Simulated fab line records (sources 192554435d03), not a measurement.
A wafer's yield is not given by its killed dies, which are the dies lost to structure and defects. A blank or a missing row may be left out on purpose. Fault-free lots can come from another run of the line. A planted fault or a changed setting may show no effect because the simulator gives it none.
Matching of chambers | flow n5 finfet | N5_BEOL_M12_ETCH_67 on rie diel-05 has 4 sister chambers
The step etches SiARC in CF4, target depth 143 nm, time 238.3 s. 18 wafers are shown with their chamber, then 9 later ones without.

== WAFERS PAIRED WITH THEIR CHAMBERS ==
wafer  | chamber | throttle valve pct (%) | showerhead plenum p Torr (Torr) | drypump motor current A (A)
L074.1 | 2       | 15.46                  | 2.09                            | 5.4
L074.2 | 0       | 15.29                  | 2.25                            | 6.2
L074.3 | 1       | 16.05                  | 2.22                            | 5.8
L074.4 | 2       | 15.47                  | 2.09                            | 5.4
L074.5 | 1       | 16.04                  | 2.22                            | 5.8
L074.6 | 0       | 15.27                  | 2.25                            | 6.2
L078.1 | 3       | 15.39                  | 2.19                            | 5.8
L078.3 | 0       | 15.30                  | 2.25                            | 6.2
L078.6 | 1       | 16.06                  | 2.21                            | 5.8
L080.3 | 0       | 15.33                  | 2.25                            | 6.2
L080.4 | 1       | 16.07                  | 2.21                            | 5.8
L080.5 | 0       | 15.31                  | 2.25                            | 6.2
L081.1 | 1       | 16.08                  | 2.21                            | 5.9
L081.5 | 3       | 15.41                  | 2.18                            | 5.9
L081.6 | 0       | 15.30                  | 2.24                            | 6.2
L083.2 | 1       | 16.10                  | 2.21                            | 5.8
L083.3 | 0       | 15.33                  | 2.24                            | 6.2
L083.4 | 1       | 16.07                  | 2.21                            | 5.8

SIGNATURES (means of the wafers above)
reading                  | chamber 0 | chamber 1 | chamber 2 | chamber 3 | scatter within a chamber
throttle valve pct       | 15.3043   | 16.0671   | 15.4650   | 15.4000   | 0.0196
showerhead plenum p Torr | 2.2471    | 2.2129    | 2.0900    | 2.1850    | 0.0049
drypump motor current A  | 6.200     | 5.814     | 5.400     | 5.850     | 0.0311
Rule: a wafer's distance from a chamber is the root of the sum, over the readings, of the square of ((its reading less the chamber's mean) divided by the reading's scatter). The wafer belongs to the nearest chamber; if the next one is less than 2 further off, it can't be placed. How the scatter is found: for the shown wafers, subtract from each reading the mean of its chamber, square and add these, divide the total by (wafers less chambers), then take the root.

== WAFERS WITHOUT THEIR CHAMBER ==
wafer  | throttle valve pct (%) | showerhead plenum p Torr (Torr) | drypump motor current A (A)
L086.1 | 16.09                  | 2.21                            | 5.9
L086.3 | 15.51                  | 2.09                            | 5.4
L086.5 | 15.34                  | 2.24                            | 6.2
L096.1 | 16.13                  | 2.20                            | 5.8
L096.2 | 15.54                  | 2.08                            | 5.4
L096.6 | 15.37                  | 2.23                            | 6.2
L097.1 | 15.02                  | 2.17                            | 5.8
L097.3 | 15.39                  | 2.23                            | 6.2
L097.5 | 15.56                  | 2.08                            | 5.4

== EACH ONE'S CHAMBER ==
wafer  | from the rows above | in truth
L086.1 | 1                   | 1
L086.3 | 2                   | 2
L086.5 | 0                   | 0
L096.1 | 1                   | 1
L096.2 | 2                   | 2
L096.6 | 0                   | 0
L097.1 | 3                   | 3
L097.3 | 0                   | 0
L097.5 | 2                   | 2
Correctly placed: 9 of 9. Number that these rows cannot place: 0. Placed wrongly: 0.
